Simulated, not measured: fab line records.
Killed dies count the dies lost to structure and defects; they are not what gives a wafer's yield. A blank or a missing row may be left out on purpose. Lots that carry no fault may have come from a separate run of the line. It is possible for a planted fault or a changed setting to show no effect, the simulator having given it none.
Split-lot trial + flow n5-finfet + on a route of 1938 steps: 7 lots, 39 wafers read

## ON THE SPLIT
At N5_PASSIVATION_ETCH_54 (etches SiO2 in CHF3/O2, target depth 880 nm, time 440 s), the setting target-depth-a was moved away from the recipe's 8800 angstrom on 12 of the 39 wafers read, by -56.2% to +52.3%. The other wafers ran this setting at the recipe's value.

The reading is taken at the split's own step.

## THE READING
PASSIVATION.feature-depth-nm (the simulator's own value, which no gauge read), in nm, at N5_PASSIVATION_ETCH_54 (etches SiO2 in CHF3/O2, target depth 880 nm, time 440 s). No usual value for it is given in the file. Across the 27 wafers here that went through the recipe, the average is 881.3 nm and the standard deviation 8.6 nm.

| wafer  | tool, chamber at the split | target-depth-a as run, angstrom | against the recipe | PASSIVATION.feature-depth-nm, nm | against lot-mates on the recipe |
|--------|----------------------------|---------------------------------|--------------------|----------------------------------|---------------------------------|
| L078.1 | rie-diel-04, 2             | 13400                           | +52.3%             | 1340                             | +455.7                          |
| L078.2 | rie-diel-04, 1             | 8800                            | recipe             | 877.2                            | -                               |
| L078.3 | rie-diel-04, 0             | 8800                            | recipe             | 889.2                            | -                               |
| L078.4 | rie-diel-04, 3             | 13400                           | +52.3%             | 1347                             | +462.7                          |
| L078.5 | rie-diel-04, 0             | 8800                            | recipe             | 886.4                            | -                               |
| L078.6 | rie-diel-04, 3             | 13400                           | +52.3%             | 1348                             | +463.7                          |
| L084.1 | rie-diel-05, 3             | 8800                            | recipe             | 893.2                            | -                               |
| L084.2 | rie-diel-05, 1             | 8800                            | recipe             | 894.8                            | -                               |
| L084.3 | rie-diel-05, 0             | 8800                            | recipe             | 879.4                            | -                               |
| L084.4 | rie-diel-05, 2             | 8800                            | recipe             | 884.8                            | -                               |
| L084.5 | rie-diel-05, 1             | 8800                            | recipe             | 889.8                            | -                               |
| L084.6 | rie-diel-05, 2             | 8800                            | recipe             | 880.2                            | -                               |
| L087.1 | rie-diel-05, 3             | 11540                           | +31.1%             | 1168                             | +292.7                          |
| L087.2 | rie-diel-05, 1             | 8800                            | recipe             | 890.4                            | -                               |
| L087.3 | rie-diel-05, 2             | 11540                           | +31.1%             | 1157                             | +281.7                          |
| L087.4 | rie-diel-05, 0             | 8800                            | recipe             | 858.8                            | -                               |
| L087.5 | rie-diel-05, 0             | 8800                            | recipe             | 876.8                            | -                               |
| L087.6 | rie-diel-05, 3             | 11540                           | +31.1%             | 1171                             | +295.7                          |
| L088.1 | rie-diel-04, 2             | 12390                           | +40.8%             | 1239                             | +352.8                          |
| L088.2 | rie-diel-04, 1             | 12390                           | +40.8%             | 1241                             | +354.8                          |
| L088.3 | rie-diel-04, 0             | 8800                            | recipe             | 896.4                            | -                               |
| L088.4 | rie-diel-04, 1             | 8800                            | recipe             | 878.6                            | -                               |
| L088.5 | rie-diel-04, 2             | 8800                            | recipe             | 883.6                            | -                               |
| L088.6 | rie-diel-04, 0             | 12390                           | +40.8%             | 1254                             | +367.8                          |
| L092.2 | rie-diel-03, 0             | 8800                            | recipe             | 874.4                            | -                               |
| L092.3 | rie-diel-03, 3             | 8800                            | recipe             | 869.4                            | -                               |
| L092.6 | rie-diel-03, 2             | 8800                            | recipe             | 886.4                            | -                               |
| L094.1 | rie-diel-04, 3             | 8800                            | recipe             | 885.8                            | -                               |
| L094.2 | rie-diel-04, 1             | 3851                            | -56.2%             | 386.8                            | -493.9                          |
| L094.3 | rie-diel-04, 0             | 8800                            | recipe             | 878.6                            | -                               |
| L094.4 | rie-diel-04, 2             | 3851                            | -56.2%             | 382.8                            | -497.9                          |
| L094.5 | rie-diel-04, 1             | 8800                            | recipe             | 877.8                            | -                               |
| L094.6 | rie-diel-04, 0             | 3851                            | -56.2%             | 389.4                            | -491.3                          |
| L097.1 | rie-diel-04, 2             | 8800                            | recipe             | 875.4                            | -                               |
| L097.2 | rie-diel-04, 1             | 8800                            | recipe             | 877.2                            | -                               |
| L097.3 | rie-diel-04, 3             | 8800                            | recipe             | 874                              | -                               |
| L097.4 | rie-diel-04, 0             | 8800                            | recipe             | 887.6                            | -                               |
| L097.5 | rie-diel-04, 2             | 8800                            | recipe             | 867                              | -                               |
| L097.6 | rie-diel-04, 1             | 8800                            | recipe             | 883.2                            | -                               |

FIT RESULTS
A straight line over all 39 wafers: PASSIVATION.feature-depth-nm changes by +8.87 nm for each +1% of target-depth-a; r = +1.00; the points scatter about the line by 8.2 nm.
The same after taking each lot's own level away (the mean of its wafers on the recipe; 39 wafers): +8.85 nm for each +1%; r = +1.00; scatter 8 nm.
On that fit, the largest move of target-depth-a shifts the reading by 5e+02 nm.
The span of the lots' own levels, 875.33 to 887.03 nm, comes to 1.4 times the standard deviation stated above.
So the lot-to-lot level changes the slope little: the two slopes agree.
Check: with one of the wafers moved furthest among these (-56.2%) left out of the fit, the line predicts -497 nm for it against its lot-mates. Against them it came out at -494 nm.

## THE OTHER SPLITS THESE WAFERS WENT THROUGH
Note: prior to the reading, these wafers also went through further splits. Each is held against what the fit with the lots' levels taken away leaves over:
| other split on the same wafers      | wafers away from the commonest value | r with PASSIVATION.feature-depth-nm (lot level and that fit taken away) |
|-------------------------------------|--------------------------------------|-------------------------------------------------------------------------|
| N5_BEOL_M13_ILD_DEP_00 target-thk-a | 18                                   | -0.02                                                                   |
| N5_BEOL_M14_DEP_53 time-s           | 18                                   | -0.24                                                                   |

## THE WHOLE CHAIN: every reading that the file lists as answering this split, in the file's order
| step                   | what it does                                            | reading                                                                       | change (the file's fit)              | r (the file's) |
|------------------------|---------------------------------------------------------|-------------------------------------------------------------------------------|--------------------------------------|----------------|
| N5_PASSIVATION_ETCH_54 | etches SiO2 in CHF3/O2, target depth 880 nm, time 440 s | etch.depth-nm (the simulator's own value, which no gauge read)                | +8.86 nm for each +1% of the setting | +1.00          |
| N5_PASSIVATION_ETCH_54 | etches SiO2 in CHF3/O2, target depth 880 nm, time 440 s | PASSIVATION.feature-depth-nm (the simulator's own value, which no gauge read) | +8.86 nm for each +1% of the setting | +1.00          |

## THE FILE'S OWN FIT
PASSIVATION.feature-depth-nm changes by +8.86 nm for each +1% of target-depth-a, r = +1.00.
